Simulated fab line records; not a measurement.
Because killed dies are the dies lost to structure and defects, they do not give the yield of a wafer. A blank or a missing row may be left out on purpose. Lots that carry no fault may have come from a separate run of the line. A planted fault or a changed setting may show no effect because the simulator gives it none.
Matching of chambers / flow n5_finfet / N5_DUMMY_GATE_STRIP_41 on rie_diel-06: 4 sister chambers
The step strips in O2. 24 wafers are shown with their chamber, then 12 later ones without.

## WAFERS, EACH WITH ITS CHAMBER
wafer=L075.2; chamber=2; showerhead_plenum_p_Torr (Torr)=2.09; throttle_valve_pct (%)=16.86; oes_product_au (a.u.)=0.74
wafer=L075.3; chamber=1; showerhead_plenum_p_Torr (Torr)=2.08; throttle_valve_pct (%)=16.99; oes_product_au (a.u.)=0.69
wafer=L075.5; chamber=2; showerhead_plenum_p_Torr (Torr)=2.09; throttle_valve_pct (%)=16.85; oes_product_au (a.u.)=0.73
wafer=L076.3; chamber=3; showerhead_plenum_p_Torr (Torr)=1.98; throttle_valve_pct (%)=16.75; oes_product_au (a.u.)=0.70
wafer=L076.5; chamber=2; showerhead_plenum_p_Torr (Torr)=2.09; throttle_valve_pct (%)=16.86; oes_product_au (a.u.)=0.73
wafer=L076.6; chamber=3; showerhead_plenum_p_Torr (Torr)=1.98; throttle_valve_pct (%)=16.74; oes_product_au (a.u.)=0.71
wafer=L083.1; chamber=2; showerhead_plenum_p_Torr (Torr)=2.08; throttle_valve_pct (%)=16.88; oes_product_au (a.u.)=0.72
wafer=L083.3; chamber=1; showerhead_plenum_p_Torr (Torr)=2.07; throttle_valve_pct (%)=17.01; oes_product_au (a.u.)=0.68
wafer=L083.4; chamber=3; showerhead_plenum_p_Torr (Torr)=1.98; throttle_valve_pct (%)=16.76; oes_product_au (a.u.)=0.69
wafer=L084.2; chamber=0; showerhead_plenum_p_Torr (Torr)=2.12; throttle_valve_pct (%)=16.73; oes_product_au (a.u.)=0.80
wafer=L084.3; chamber=3; showerhead_plenum_p_Torr (Torr)=1.98; throttle_valve_pct (%)=16.76; oes_product_au (a.u.)=0.69
wafer=L084.4; chamber=2; showerhead_plenum_p_Torr (Torr)=2.08; throttle_valve_pct (%)=16.91; oes_product_au (a.u.)=0.72
wafer=L087.2; chamber=0; showerhead_plenum_p_Torr (Torr)=2.12; throttle_valve_pct (%)=16.72; oes_product_au (a.u.)=0.80
wafer=L087.3; chamber=3; showerhead_plenum_p_Torr (Torr)=1.98; throttle_valve_pct (%)=16.78; oes_product_au (a.u.)=0.70
wafer=L087.5; chamber=1; showerhead_plenum_p_Torr (Torr)=2.07; throttle_valve_pct (%)=17.03; oes_product_au (a.u.)=0.67
wafer=L090.1; chamber=1; showerhead_plenum_p_Torr (Torr)=2.07; throttle_valve_pct (%)=17.04; oes_product_au (a.u.)=0.68
wafer=L090.2; chamber=0; showerhead_plenum_p_Torr (Torr)=2.12; throttle_valve_pct (%)=16.72; oes_product_au (a.u.)=0.80
wafer=L090.3; chamber=2; showerhead_plenum_p_Torr (Torr)=2.08; throttle_valve_pct (%)=16.91; oes_product_au (a.u.)=0.72
wafer=L091.1; chamber=1; showerhead_plenum_p_Torr (Torr)=2.07; throttle_valve_pct (%)=17.04; oes_product_au (a.u.)=0.68
wafer=L091.5; chamber=2; showerhead_plenum_p_Torr (Torr)=2.08; throttle_valve_pct (%)=16.89; oes_product_au (a.u.)=0.72
wafer=L091.6; chamber=3; showerhead_plenum_p_Torr (Torr)=1.97; throttle_valve_pct (%)=16.79; oes_product_au (a.u.)=0.70
wafer=L092.3; chamber=0; showerhead_plenum_p_Torr (Torr)=2.11; throttle_valve_pct (%)=16.75; oes_product_au (a.u.)=0.78
wafer=L092.4; chamber=3; showerhead_plenum_p_Torr (Torr)=1.97; throttle_valve_pct (%)=16.79; oes_product_au (a.u.)=0.69
wafer=L092.5; chamber=2; showerhead_plenum_p_Torr (Torr)=2.08; throttle_valve_pct (%)=16.91; oes_product_au (a.u.)=0.71

SIGNATURES (averages over the wafers above)
reading=showerhead_plenum_p_Torr; chamber 0=2.1175; chamber 1=2.0720; chamber 2=2.0838; chamber 3=1.9771; scatter within a chamber=0.00493
reading=throttle_valve_pct; chamber 0=16.7300; chamber 1=17.0220; chamber 2=16.8837; chamber 3=16.7671; scatter within a chamber=0.0215
reading=oes_product_au; chamber 0=0.7950; chamber 1=0.6800; chamber 2=0.7238; chamber 3=0.6971; scatter within a chamber=0.00846
Rule: distance of a wafer from a chamber = root of the sum over the readings of ((wafer's reading minus chamber's mean) / reading's scatter) squared. If the next closest chamber is less than 2 further off than the closest, the wafer can't be placed; otherwise it belongs to the closest. The scatter: the root of (the sum of the squares of (reading less its chamber's mean) over the shown wafers, divided by (wafers less chambers)).

## WAFERS WITHOUT THEIR CHAMBER
wafer=L093.1; showerhead_plenum_p_Torr (Torr)=1.97; throttle_valve_pct (%)=16.80; oes_product_au (a.u.)=0.69
wafer=L093.2; showerhead_plenum_p_Torr (Torr)=2.11; throttle_valve_pct (%)=16.75; oes_product_au (a.u.)=0.80
wafer=L093.5; showerhead_plenum_p_Torr (Torr)=2.11; throttle_valve_pct (%)=16.75; oes_product_au (a.u.)=0.79
wafer=L094.1; showerhead_plenum_p_Torr (Torr)=2.11; throttle_valve_pct (%)=16.76; oes_product_au (a.u.)=0.78
wafer=L094.2; showerhead_plenum_p_Torr (Torr)=1.97; throttle_valve_pct (%)=16.78; oes_product_au (a.u.)=0.68
wafer=L094.4; showerhead_plenum_p_Torr (Torr)=2.08; throttle_valve_pct (%)=16.94; oes_product_au (a.u.)=0.71
wafer=L095.1; showerhead_plenum_p_Torr (Torr)=1.97; throttle_valve_pct (%)=16.82; oes_product_au (a.u.)=0.68
wafer=L095.3; showerhead_plenum_p_Torr (Torr)=2.07; throttle_valve_pct (%)=16.93; oes_product_au (a.u.)=0.71
wafer=L095.4; showerhead_plenum_p_Torr (Torr)=1.97; throttle_valve_pct (%)=16.82; oes_product_au (a.u.)=0.69
wafer=L096.2; showerhead_plenum_p_Torr (Torr)=2.11; throttle_valve_pct (%)=16.77; oes_product_au (a.u.)=0.79
wafer=L096.3; showerhead_plenum_p_Torr (Torr)=2.07; throttle_valve_pct (%)=16.91; oes_product_au (a.u.)=0.71
wafer=L096.6; showerhead_plenum_p_Torr (Torr)=2.11; throttle_valve_pct (%)=16.77; oes_product_au (a.u.)=0.79

## WHICH CHAMBER EACH WENT THROUGH
wafer=L093.1; from the rows above=3; in truth=3
wafer=L093.2; from the rows above=0; in truth=0
wafer=L093.5; from the rows above=0; in truth=0
wafer=L094.1; from the rows above=0; in truth=0
wafer=L094.2; from the rows above=3; in truth=3
wafer=L094.4; from the rows above=2; in truth=2
wafer=L095.1; from the rows above=3; in truth=3
wafer=L095.3; from the rows above=can't be placed: 2 or 1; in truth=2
wafer=L095.4; from the rows above=3; in truth=3
wafer=L096.2; from the rows above=0; in truth=0
wafer=L096.3; from the rows above=2; in truth=2
wafer=L096.6; from the rows above=0; in truth=0
Placed correctly: 11 of 12. These rows do not allow placing 1 (true chamber among the candidates in 1). Wrongly placed: 0.
